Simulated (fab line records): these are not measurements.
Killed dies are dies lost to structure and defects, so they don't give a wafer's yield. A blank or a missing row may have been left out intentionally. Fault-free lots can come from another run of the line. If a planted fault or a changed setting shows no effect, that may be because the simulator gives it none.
Lot-split experiment	flow n5_finfet	21 wafers read across 7 lots, on a route 1938 steps long

THE SPLIT
At N5_BEOL_M0_SAQP_ETCH_106 (etches SOC in N2/H2, stops on SiNx, target depth 150 nm), the setting target_depth_a was moved away from the recipe's 1500 angstrom on 9 of the 21 wafers read, by -11.1% to +12.0%. This setting was run at the recipe's value on the other wafers.

The split's own step is where the reading is taken.

THE READING
SOC_of_BEOL_M0_SAQP_COAT_105.thk_nm (the simulator's own value, which no gauge read), in nm, at N5_BEOL_M0_SAQP_ETCH_106 (etches SOC in N2/H2, stops on SiNx, target depth 150 nm). No usual value for it is given in the file. Average 24.4 nm, standard deviation 1.5 nm, over the 12 wafers here run with the recipe.

wafer	tool, chamber at the split	target_depth_a as run, angstrom	against the recipe	SOC_of_BEOL_M0_SAQP_COAT_105.thk_nm, nm	against lot-mates on the recipe
L075.2	rie_diel-06, 1	1550	+3.3%	22.6	-2.5
L075.3	rie_diel-06, 0	1500	recipe	23.2	-
L075.4	rie_diel-06, 3	1500	recipe	27	-
L077.3	rie_diel-05, 1,2	1333	-11.1%	32	+8.4
L077.6	rie_diel-05, 1,2	1333	-11.1%	32	+8.4
L077.4	rie_diel-05, 3	1500	recipe	23.6	-
L080.3	rie_diel-02, 0	1500	recipe	24.8	-
L080.4	rie_diel-02, 1	1500	recipe	24.2	-
L080.6	rie_diel-02, 1	1660	+10.7%	16.2	-8.3
L084.1	rie_diel-02, 3	1341	-10.6%	33	+7.0
L084.3	rie_diel-02, 2	1341	-10.6%	32.8	+6.8
L084.5	rie_diel-02, 0	1500	recipe	26	-
L092.1	rie_diel-06, 3	1500	recipe	26.2	-
L092.3	rie_diel-06, 0	1500	recipe	23.6	-
L092.6	rie_diel-06, 0	1680	+12.0%	14.8	-10.1
L095.1	rie_diel-02, 1	1500	recipe	21.2	-
L095.3	rie_diel-02, 2	1500	recipe	24.6	-
L095.6	rie_diel-02, 2	1500	recipe	23.6	-
L096.2	rie_diel-05, 2	1347	-10.2%	32.2	+6.8
L096.3	rie_diel-05, 3	1500	recipe	25.4	-
L096.4	rie_diel-05, 1	1347	-10.2%	32	+6.6
When a row names more than one chamber, that row covers several wafers, and the file does not tell which wafer ran in which chamber.

FIT RESULTS
A straight line over all 21 wafers: SOC_of_BEOL_M0_SAQP_COAT_105.thk_nm changes by -0.753 nm for each +1% of target_depth_a; r = -0.97; the points scatter about the line by 1.3 nm.
The same after taking each lot's own level away (the mean of its wafers on the recipe; 21 wafers): -0.733 nm for each +1%; r = -0.98; scatter 1 nm.
The reading moves by 8.8 nm for the largest change in target_depth_a, on that fit.
Across the lots, their own levels run from 23.13 to 26.00 nm, a range of 1.9 times the standard deviation given above.
So the lot-to-lot level changes the slope little: the two slopes agree.
Check: with one of the wafers moved furthest among these (+12.0%) left out of the fit, the line predicts -8.64 nm for it against its lot-mates. Against them it came out at -10.1 nm.

FURTHER SPLITS ON THESE WAFERS
Before the reading, these wafers also passed through other splits. Each is held against what the fit with the lots' levels taken away leaves over:
other split on the same wafers	wafers away from the commonest value	r with SOC_of_BEOL_M0_SAQP_COAT_105.thk_nm (lot level and that fit taken away)
N5_BEOL_M0_SAQP_COAT_08 spin_rpm	8	-0.39

THE FILE'S OWN FIT
SOC_of_BEOL_M0_SAQP_COAT_105.thk_nm changes by -0.744 nm for each +1% of target_depth_a, r = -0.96.
